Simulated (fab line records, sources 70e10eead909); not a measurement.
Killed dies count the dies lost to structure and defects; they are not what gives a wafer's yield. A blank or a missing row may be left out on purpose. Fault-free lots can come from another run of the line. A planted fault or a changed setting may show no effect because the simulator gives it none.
Which tool is to blame?	flow nand-harc	Sampling: 12 lots, 36 wafers, 5 of 1159 route steps

WHAT EACH GAUGE READ, for each wafer
NHARC_END_SORT_01. Usual: defect-limited-yield 95.5 %, standard deviation 1.3; killed-at-array 27, standard deviation 8.8; killed-at-other 0.4, standard deviation 0.82; killed-at-periphery 3.1, standard deviation 2.1; killed-dies 31, standard deviation 8.8; killed-open 3.3, standard deviation 2; killed-short 2.0, standard deviation 1.4; sort_bin_2_pct 1.3 %, standard deviation 0.56; sort_bin_3_pct 0.25 %, standard deviation 0.21; sort_bin_4_pct 2.9 %, standard deviation 0.89; sort-n-pass 646, standard deviation 8.8; sort-rim-yield-pct 95.8 %, standard deviation 2.7; sort-yield-pct 95.5 %, standard deviation 1.3.
lot	measured	on	defect-limited-yield (%)	killed-at-array	killed-at-other	killed-at-periphery	killed-dies	killed-open	killed-short	sort_bin_2_pct (%)	sort_bin_3_pct (%)	sort_bin_4_pct (%)	sort-n-pass	sort-rim-yield-pct (%)	sort-yield-pct (%)	flag
L924	day 19 22:36	prober-02	94.7 93.5 93.4	33 40 40	0 1 0	3 3 5	36 44 45	3 5 4	4 3 3	1.9 3.1 1.2	0.30 0.44 0.30	3.1 3.0 5.2	641 633 632	96.2 97.2 94.3	94.7 93.5 93.4	
L922	day 20 03:44	prober-01	95.7 97.2 96.8	29 18 21	0 0 0	0 1 1	29 19 22	5 5 2	3 0 1	1.0 0.9 0.7	0 0 0	3.2 1.9 2.5	648 658 655	97.2 97.2 95.3	95.7 97.2 96.8	
L926	day 20 12:37	prober-02	96.5 96.6 96.6	20 18 18	0 0 0	4 5 5	24 23 23	5 4 5	2 3 2	1.5 1.0 1.3	0.30 0.30 0	1.8 2.1 2.1	653 654 654	96.2 95.3 95.3	96.5 96.6 96.6	
L925	day 20 18:34	prober-01	94.4 94.2 95.7	37 37 29	0 1 0	1 1 0	38 39 29	3 3 0	1 1 0	1.2 1.8 0.9	0.15 0.30 0.15	4.3 3.7 3.2	639 638 648	95.3 93.4 95.3	94.4 94.2 95.7	
L928	day 20 21:58	prober-02	94.8 95.4 94.8	33 25 32	0 0 0	2 6 3	35 31 35	6 4 6	1 3 1	1.6 1.0 1.6	0.15 0.15 0	3.4 3.4 3.5	642 646 642	97.2 97.2 99.1	94.8 95.4 94.8	
L931	day 21 17:55	prober-01	97.3 96.6 97.6	13 15 13	0 0 0	5 8 3	18 23 16	4 2 2	2 0 1	0.4 1.5 0.7	0 0.30 0	2.2 1.6 1.6	659 654 661	98.1 96.2 98.1	97.3 96.6 97.6	
L937	day 22 20:50	prober-02	84.0 95.7 96.6	106 25 19	0 1 0	2 3 4	108 29 23	2 2 2	2 4 2	5.8 1.3 1.0	5.61 0.30 0.15	4.6 2.7 2.2	569 648 654	95.3 98.1 99.1	84.0 95.7 96.6	OFF
L940	day 24 01:49	prober-02	94.4 95.6 95.7	25 27 22	3 0 1	10 3 6	38 30 29	3 2 2	4 0 4	1.0 1.3 0.9	0.44 0.59 0.15	4.1 2.5 3.2	639 647 648	98.1 99.1 99.1	94.4 95.6 95.7	
L939	day 23 18:00	prober-02	95.4 96.2 95.9	26 24 27	0 0 0	5 2 1	31 26 28	8 5 6	0 1 1	1.5 1.2 1.2	0.30 0.15 0.30	2.8 2.5 2.7	646 651 649	95.3 95.3 92.5	95.4 96.2 95.9	
L941	day 24 02:41	prober-01	95.3 96.0 94.8	27 26 31	0 0 1	5 1 3	32 27 35	4 6 2	0 2 1	1.2 0.6 1.8	0.30 0.15 0.44	3.2 3.2 3.0	645 650 642	95.3 97.2 92.5	95.3 96.0 94.8	
L943	day 24 09:41	prober-01	94.7 95.3 94.7	33 25 35	0 0 0	3 7 1	36 32 36	2 2 1	0 2 2	2.1 1.2 1.8	0.30 0.15 0.30	3.0 3.4 3.2	641 645 641	99.1 98.1 99.1	94.7 95.3 94.7	
L944	day 24 18:07	prober-02	92.2 93.4 92.6	53 41 49	0 0 0	0 4 1	53 45 50	2 7 6	0 1 2	2.2 1.6 2.2	0.15 0.89 0.30	5.5 4.1 4.9	624 632 627	93.4 94.3 93.4	92.2 93.4 92.6	

WHICH TOOL RAN EACH LOT (tool, then ch and the chambers of the sampled wafers, then the start)
lot	NHARC_A_BONDPAD_PVD_27	NHARC_THIN_TSV_STRIP_62	NHARC_THIN_TSV_DEGAS_49	NHARC_THIN_TSV_PRE_CLEAN_54
L924	pvd-sputter-03, day 18 13:02	plasma-asher-01 ch 0,1, day 19 07:59	pvd-sputter-02, day 19 08:06	pvd-sputter-02, day 19 10:25
L922	pvd-sputter-03, day 18 15:05	plasma-asher-01 ch 0, day 19 09:17	pvd-sputter-02, day 19 09:25	pvd-sputter-01, day 19 11:30
L926	pvd-sputter-01, day 18 20:13	plasma-asher-01 ch 0,1, day 19 16:04	pvd-sputter-01, day 19 16:16	pvd-sputter-03, day 19 18:20
L925	pvd-sputter-03, day 19 04:34	plasma-asher-02 ch 1, day 19 23:34	pvd-sputter-02, day 19 23:45	pvd-sputter-01, day 20 01:50
L928	pvd-sputter-03, day 19 10:08	plasma-asher-02 ch 0,1, day 20 01:47	pvd-sputter-02, day 20 01:54	pvd-sputter-02, day 20 03:58
L931	pvd-sputter-02, day 20 08:16	plasma-asher-01 ch 0,1, day 21 00:04	pvd-sputter-02, day 21 00:15	pvd-sputter-02, day 21 02:18
L937	pvd-sputter-01, day 21 12:13	plasma-asher-02 ch 0,1, day 22 05:28	pvd-sputter-03, day 22 05:38	pvd-sputter-03, day 22 07:43
L940	pvd-sputter-03, day 22 10:04	plasma-asher-01 ch 0,1, day 23 08:36	pvd-sputter-02, day 23 08:46	pvd-sputter-01, day 23 10:50
L939	pvd-sputter-03, day 22 14:44	plasma-asher-01 ch 0,1, day 23 07:15	pvd-sputter-01, day 23 07:24	pvd-sputter-02, day 23 09:30
L941	pvd-sputter-03, day 22 15:43	plasma-asher-01 ch 0,1, day 23 09:47	pvd-sputter-01, day 23 09:59	pvd-sputter-03, day 23 12:20
L943	pvd-sputter-03, day 22 20:07	plasma-asher-01 ch 0,1, day 23 15:51	pvd-sputter-03, day 23 16:01	pvd-sputter-01, day 23 18:05
L944	pvd-sputter-02, day 23 08:25	plasma-asher-01 ch 0,1, day 24 02:52	pvd-sputter-01, day 24 03:01	pvd-sputter-01, day 24 05:26
- NHARC_A_BONDPAD_PVD_27: deposits Cu, target thk 30 nm, time 20.49 s.
- NHARC_THIN_TSV_STRIP_62: strips in N2/H2, time 20 s.
- NHARC_THIN_TSV_DEGAS_49: time 120 s.
- NHARC_THIN_TSV_PRE_CLEAN_54: time 30 s.

WHAT THE TOOLS THEMSELVES READ (means of the sampled wafers that have a number; where no wafer has one, the mark that the record gives instead)
NHARC_A_BONDPAD_PVD_27. Usual: throttle-valve-pct at 29.7 %, with a standard deviation of 0.69.
lot	tool	throttle-valve-pct (%)	flag
L924	pvd-sputter-03	29.8	
L922	pvd-sputter-03	29.8	
L926	pvd-sputter-01	30.2	
L925	pvd-sputter-03	29.8	
L928	pvd-sputter-03	29.9	
L931	pvd-sputter-02	30.4	
L937	pvd-sputter-01	30.0	
L940	pvd-sputter-03	28.8	
L939	pvd-sputter-03	29.4	
L941	pvd-sputter-03	29.4	
L943	pvd-sputter-03	28.7	
L944	pvd-sputter-02	30.2	

NHARC_THIN_TSV_STRIP_62. Usual: drypump-motor-current-A 5.5 A, standard deviation 0.59; heater-power-w 381 W, standard deviation 31.
lot	tool	drypump-motor-current-A (A)	heater-power-w (W)	flag
L924	plasma-asher-01	5.4	384	
L922	plasma-asher-01	5.8	377	
L926	plasma-asher-01	5.1	398	
L925	plasma-asher-02	5.8	323	
L928	plasma-asher-02	6.0	334	
L931	plasma-asher-01	5.5	389	
L937	plasma-asher-02	6.3	349	
L940	plasma-asher-01	5.1	399	
L939	plasma-asher-01	5.5	395	
L941	plasma-asher-01	5.5	385	
L943	plasma-asher-01	5.1	403	
L944	plasma-asher-01	5.1	401	

NHARC_THIN_TSV_DEGAS_49. Usual: heater-power-w 482 W, standard deviation 50; susceptor-temp-C 300.04 C, standard deviation 0.18.
lot	tool	heater-power-w (W)	susceptor-temp-C (C)	flag
L924	pvd-sputter-02	466	-	OFF
L922	pvd-sputter-02	497	300.22	
L926	pvd-sputter-01	485	299.89	
L925	pvd-sputter-02	509	300.22	
L928	pvd-sputter-02	483	299.90	
L931	pvd-sputter-02	488	300.11	
L937	pvd-sputter-03	528	300.09	
L940	pvd-sputter-02	503	300.27	
L939	pvd-sputter-01	488	299.98	
L941	pvd-sputter-01	465	299.96	
L943	pvd-sputter-03	524	300.00	
L944	pvd-sputter-01	520	300.12	

NHARC_THIN_TSV_PRE_CLEAN_54. Usual: heater-power-w 424 W, standard deviation 47; susceptor-temp-C 279.98 C, standard deviation 0.18.
lot	tool	heater-power-w (W)	susceptor-temp-C (C)	flag
L924	pvd-sputter-02	433	-	OFF
L922	pvd-sputter-01	430	280.05	
L926	pvd-sputter-03	441	279.99	
L925	pvd-sputter-01	401	-	OFF
L928	pvd-sputter-02	421	280.12	
L931	pvd-sputter-02	436	280.00	
L937	pvd-sputter-03	458	280.10	
L940	pvd-sputter-01	381	279.96	
L939	pvd-sputter-02	451	279.83	
L941	pvd-sputter-03	436	279.95	
L943	pvd-sputter-01	400	-	OFF
L944	pvd-sputter-01	433	280.01	

THE ANSWER, worked out from the rows above alone
Rule: take the mean of a lot's wafers that have a number; if it is more than 3 standard deviations from the usual mean, the lot is off. Also off: a lot with no number at a reading for which 4 or more lots have one. All remaining lots with rows at the step are treated as sound. After the gauges, taken in route order, come the tools' own readings; for these a lot's mean is taken, as printed above. The first step at which some lot is off is used, and at that step the reading that is off furthest; a lot without a number counts as furthest.
Off: L937, at NHARC_END_SORT_01 (sort_bin_3_pct).
If a tool, at a process step before that reading, ran all the lots that are off and no sound lot after the first of them, it fits. Those tools and the gauges at NHARC_END_SORT_01 are tried in the same way. This does not decide it: 2 tools fit, namely pvd-sputter-01 at NHARC_A_BONDPAD_PVD_27 and plasma-asher-02 at NHARC_THIN_TSV_STRIP_62.

WHAT THE SIMULATOR HAD INSERTED
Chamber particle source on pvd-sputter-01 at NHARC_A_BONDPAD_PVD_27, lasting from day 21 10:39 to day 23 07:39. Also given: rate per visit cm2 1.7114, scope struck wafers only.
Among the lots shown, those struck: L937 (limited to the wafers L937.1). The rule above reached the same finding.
